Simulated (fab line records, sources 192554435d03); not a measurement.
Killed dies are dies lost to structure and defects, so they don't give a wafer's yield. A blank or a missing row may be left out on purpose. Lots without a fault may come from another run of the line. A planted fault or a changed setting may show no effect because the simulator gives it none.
One fault seen from 2 desks | flow n5_finfet | each desk has only its own numbers; what lay behind them comes last

THE METROLOGY DESK
What the gauges read, lot by lot, whatever tool the lot ran on: means of the sampled wafers that have a number. A lot is out of limits, marked OUT, if its mean lies more than 4 standard deviations from the usual mean; the brackets give that distance. Of its 10 readings 7 are shown: those that lie furthest out on some lot.
Columns: A = DIBL_N at N5_BEOL_M4_RC_MEAS_101, usual 36.8 mV/V; B = DIBL_P at N5_BEOL_M4_RC_MEAS_101, usual 37.1 mV/V; C = IOFF_P at N5_BEOL_M4_RC_MEAS_101, usual 0.22 nA/um; D = ION_N at N5_BEOL_M4_RC_MEAS_101, usual 679 uA/um; E = ION_P at N5_BEOL_M4_RC_MEAS_101, usual 466 uA/um; F = SS_N at N5_BEOL_M4_RC_MEAS_101, usual 71.7 mV/dec; G = VT_P at N5_BEOL_M4_RC_MEAS_101, usual -250 mV
lot  | first seen here | A    | B    | C    | D   | E   | F    | G
L371 | day 8 13:56     | 37.5 | 37.7 | 0.27 | 694 | 482 | 71.7 | -245
L380 | day 11 00:38    | 37.1 | 40.0 | 0.26 | 674 | 464 | 72.5 | -246
L381 | day 11 02:07    | 35.4 | 33.9 | 0.21 | 669 | 465 | 71.0 | -250
L382 | day 11 06:49    | 37.7 | 36.0 | 0.24 | 665 | 462 | 71.5 | -249
L387 | day 12 11:42    | 35.3 | 36.0 | 0.19 | 666 | 458 | 71.9 | -252
L388 | day 13 06:37    | 38.1 | 36.7 | 0.18 | 679 | 460 | 71.8 | -256
L390 | day 13 08:35    | 34.9 | 34.7 | 0.22 | 679 | 472 | 71.7 | -248
L391 | day 14 02:40    | 37.0 | 36.8 | 0.22 | 674 | 464 | 71.2 | -248
This desk's finding: nothing out of limits on any of the 8 lots.

THE TOOL OWNER'S DESK: rie_diel-06
The tool's own readings at N5_MOL_CONTACT_COAG_ETCH_124 (etches SiNx in CH3F/O2, stops on SiOC, target depth 6.5 nm): means of the sampled wafers that have a number, for each lot that ran on this tool. A lot is out of limits, marked OUT, if its mean lies more than 4 standard deviations from the usual mean; the brackets give that distance.
Columns: A = bias_w at N5_MOL_CONTACT_COAG_ETCH_124, usual 72.98 W; B = drypump_motor_current_A at N5_MOL_CONTACT_COAG_ETCH_124, usual 5.8 A; C = oes_product_au at N5_MOL_CONTACT_COAG_ETCH_124, usual 0.71 a.u.; D = rf_vpp_V at N5_MOL_CONTACT_COAG_ETCH_124, usual 294 V; E = showerhead_plenum_p_Torr at N5_MOL_CONTACT_COAG_ETCH_124, usual 2.02 Torr; F = throttle_valve_pct at N5_MOL_CONTACT_COAG_ETCH_124, usual 16.29 %
lot  | first seen here | A                | B   | C    | D   | E    | F
L371 | day 5 21:12     | 73.14            | 5.6 | 0.66 | 290 | 2.09 | 16.52
L380 | day 8 06:48     | 75.06 (+9.1) OUT | 5.6 | 0.69 | 299 | 2.00 | 16.31
L382 | day 8 13:52     | 75.18 (+9.6) OUT | 5.6 | 0.65 | 296 | 1.98 | 16.53
This desk's finding: out of limits on L380, L382; first on L380, day 8 06:48 (bias_w at N5_MOL_CONTACT_COAG_ETCH_124). In limits: L371.

PUT TOGETHER
The tool owner's desk could have raised an alarm at day 8 06:48, on L380, L382.
The metrology desk saw nothing out of limits.
The metrology desk has L380, L382 on record, within its limits.
Of the lots named, all ran N5_MOL_CONTACT_COAG_ETCH_124 on rie_diel-06.

WHAT THE SIMULATOR HAD PUT IN
Process parameter drift: rie_diel-06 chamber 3, from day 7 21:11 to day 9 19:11, at N5_MOL_CONTACT_COAG_ETCH_124. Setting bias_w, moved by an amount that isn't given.
Lots struck among those shown: L380, L382.
Hours from the fault's start to each desk's first reading out of limits: the tool owner's desk, 10.
